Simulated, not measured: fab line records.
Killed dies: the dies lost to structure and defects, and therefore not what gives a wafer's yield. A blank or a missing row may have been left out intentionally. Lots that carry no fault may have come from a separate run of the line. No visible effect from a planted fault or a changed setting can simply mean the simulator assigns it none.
Chamber matching | flow n5 finfet | N5_BEOL_M12_ETCH_38 on rie diel-02: 4 sister chambers
The step etches SiCN in CF4/N2, target depth 68.7 nm, time 73.4 s. 4 wafers are shown with their chamber, then 8 later ones without.

## WAFERS PAIRED WITH THEIR CHAMBERS
wafer  | chamber | showerhead plenum p Torr (Torr)
L084.5 | 1       | 2.26
L087.2 | 2       | 2.28
L087.6 | 0       | 2.35
L092.1 | 3       | 2.09

## WAFERS WHOSE CHAMBER IS MISSING
wafer  | showerhead plenum p Torr (Torr)
L092.2 | 2.35
L092.5 | 2.35
L089.1 | 2.28
L089.2 | 2.09
L089.3 | 2.26
L096.3 | 2.28
L096.4 | 2.27
L096.6 | 2.26

## EACH ONE'S CHAMBER
wafer  | from the rows above     | in truth
L092.2 | 0                       | 0
L092.5 | 0                       | 0
L089.1 | 2                       | 2
L089.2 | 3                       | 3
L089.3 | 1                       | 1
L096.3 | 2                       | 2
L096.4 | can't be placed: 2 or 1 | 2
L096.6 | 1                       | 1
Correctly placed: 7 of 8. These rows do not allow placing 1 (true chamber among the candidates in 1). Placed wrongly: 0.
How it was worked out, from the rows above alone: a wafer's distance from a chamber is the root of the sum, over the readings, of the square of ((its reading less the chamber's mean) divided by the reading's scatter). The wafer belongs to the nearest chamber; if the next one is less than 2 further off, it can't be placed. A chamber's mean is the mean of its shown wafers. The scatter: with one shown wafer a chamber, the root of the mean of the squares of how far each hidden wafer lies from its nearest shown one.
